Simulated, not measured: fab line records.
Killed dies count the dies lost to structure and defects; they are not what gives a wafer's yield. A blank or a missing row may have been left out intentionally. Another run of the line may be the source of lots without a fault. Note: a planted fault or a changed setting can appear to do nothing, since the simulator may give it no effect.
Split-lot study :: flow n5_finfet :: route with 1938 steps; 7 lots, 21 wafers read

== ON THE SPLIT ==
At N5_BEOL_M1_TRENCH_ETCH_37 (etches SiOC in C4F6/O2, target depth 55.207 nm, time 29 s), the setting source_w was moved away from the recipe's 355 W on 5 of the 21 wafers read, by -11.6% to -7.6%. This setting was run at the recipe's value on the other wafers.

The split's own step is where the reading is taken.

== THE READING ==
rf_vpp_V, in V, at N5_BEOL_M1_TRENCH_ETCH_37 (etches SiOC in C4F6/O2, target depth 55.207 nm, time 29 s). Typical for fault-free wafers on this fab line: 671 V, with standard deviation 7.7 V.

wafer: L078.1
tool, chamber at the split: rie_diel-01, 0
source_w as run, W: 355
against the recipe: recipe
rf_vpp_V, V: 680
against lot-mates on the recipe: -

wafer: L078.3
tool, chamber at the split: rie_diel-01, 2
source_w as run, W: 327.9
against the recipe: -7.6%
rf_vpp_V, V: 705
against lot-mates on the recipe: +30

wafer: L078.4
tool, chamber at the split: rie_diel-01, 3
source_w as run, W: 355
against the recipe: recipe
rf_vpp_V, V: 670
against lot-mates on the recipe: -

wafer: L079.2
tool, chamber at the split: rie_diel-01, 1
source_w as run, W: 355
against the recipe: recipe
rf_vpp_V, V: 666
against lot-mates on the recipe: -

wafer: L079.5
tool, chamber at the split: rie_diel-01, 0
source_w as run, W: 355
against the recipe: recipe
rf_vpp_V, V: 679
against lot-mates on the recipe: -

wafer: L079.6
tool, chamber at the split: rie_diel-01, 1
source_w as run, W: 355
against the recipe: recipe
rf_vpp_V, V: 666
against lot-mates on the recipe: -

wafer: L081.3
tool, chamber at the split: rie_diel-06, 3
source_w as run, W: 313.9
against the recipe: -11.6%
rf_vpp_V, V: 720
against lot-mates on the recipe: no lot-mate on the recipe

wafer: L081.5
tool, chamber at the split: rie_diel-06, 0
source_w as run, W: 313.9
against the recipe: -11.6%
rf_vpp_V, V: 707
against lot-mates on the recipe: no lot-mate on the recipe

wafer: L081.6
tool, chamber at the split: rie_diel-06, 3
source_w as run, W: 313.9
against the recipe: -11.6%
rf_vpp_V, V: 719
against lot-mates on the recipe: no lot-mate on the recipe

wafer: L083.3
tool, chamber at the split: rie_diel-06, 0
source_w as run, W: 316.1
against the recipe: -11.0%
rf_vpp_V, V: 705
against lot-mates on the recipe: +50

wafer: L083.4
tool, chamber at the split: rie_diel-06, 1
source_w as run, W: 355
against the recipe: recipe
rf_vpp_V, V: 654
against lot-mates on the recipe: -

wafer: L083.5
tool, chamber at the split: rie_diel-06, 1
source_w as run, W: 355
against the recipe: recipe
rf_vpp_V, V: 655
against lot-mates on the recipe: -

wafer: L085.3
tool, chamber at the split: rie_diel-01, 1
source_w as run, W: 355
against the recipe: recipe
rf_vpp_V, V: 665
against lot-mates on the recipe: -

wafer: L085.4
tool, chamber at the split: rie_diel-01, 3
source_w as run, W: 355
against the recipe: recipe
rf_vpp_V, V: 671
against lot-mates on the recipe: -

wafer: L085.5
tool, chamber at the split: rie_diel-01, 3
source_w as run, W: 355
against the recipe: recipe
rf_vpp_V, V: 671
against lot-mates on the recipe: -

wafer: L090.1
tool, chamber at the split: rie_diel-01, 1
source_w as run, W: 355
against the recipe: recipe
rf_vpp_V, V: 666
against lot-mates on the recipe: -

wafer: L090.3
tool, chamber at the split: rie_diel-01, 0
source_w as run, W: 355
against the recipe: recipe
rf_vpp_V, V: 681
against lot-mates on the recipe: -

wafer: L090.4
tool, chamber at the split: rie_diel-01, 2
source_w as run, W: 355
against the recipe: recipe
rf_vpp_V, V: 676
against lot-mates on the recipe: -

wafer: L095.4
tool, chamber at the split: rie_diel-03, 1
source_w as run, W: 355
against the recipe: recipe
rf_vpp_V, V: 673
against lot-mates on the recipe: -

wafer: L095.5
tool, chamber at the split: rie_diel-03, 1
source_w as run, W: 355
against the recipe: recipe
rf_vpp_V, V: 670
against lot-mates on the recipe: -

wafer: L095.6
tool, chamber at the split: rie_diel-03, 0
source_w as run, W: 355
against the recipe: recipe
rf_vpp_V, V: 683
against lot-mates on the recipe: -

THE FIT
A straight line over all 21 wafers: rf_vpp_V changes by -3.79 V for each +1% of source_w; r = -0.91; the points scatter about the line by 8.1 V.
The same after taking each lot's own level away (the mean of its wafers on the recipe; 18 wafers): -4.39 V for each +1%; r = -0.94; scatter 5.1 V.
On that fit, the largest move of source_w shifts the reading by 51 V.
The span of the lots' own levels, 654.5 to 675.3 V, comes to 2.7 times the standard deviation stated above.
Hence the slope depends on the lot-to-lot level, as the two fits are not the same.
Check: +43.1 V against its lot-mates is what the line predicts for one of the wafers moved furthest among these (-11.0%) when that wafer is left out of the fit. Against them it came out at +50.5 V.
Tool readings at the split's step, against how far the setting was moved: rf_vpp_V r = -0.91.

== ADDITIONAL SPLITS CARRIED BY THESE WAFERS ==
These wafers also went through other splits before the reading. Each is held against what the fit with the lots' levels taken away leaves over:
other split on the same wafers: N5_MOL_CONTACT_COAG_EXPOSE_05 dose_mj
wafers away from the commonest value: 11
r with rf_vpp_V (lot level and that fit taken away): -0.07

other split on the same wafers: N5_MOL_CONTACT_COAG_VIA_ETCH_117 bias_w
wafers away from the commonest value: 10
r with rf_vpp_V (lot level and that fit taken away): +0.49

other split on the same wafers: N5_BEOL_M0_SAQP_SPACER1_ALD_98 ald_cycles
wafers away from the commonest value: 3
r with rf_vpp_V (lot level and that fit taken away): +0.19

other split on the same wafers: N5_BEOL_M0_ETCH_128 source_w
wafers away from the commonest value: 9
r with rf_vpp_V (lot level and that fit taken away): -0.20

other split on the same wafers: N5_BEOL_M1_VIA_ETCH_34 time_s
wafers away from the commonest value: 4
r with rf_vpp_V (lot level and that fit taken away): -0.26

== FILE'S OWN FIT ==
rf_vpp_V changes by -4.38 V for each +1% of source_w, r = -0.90.
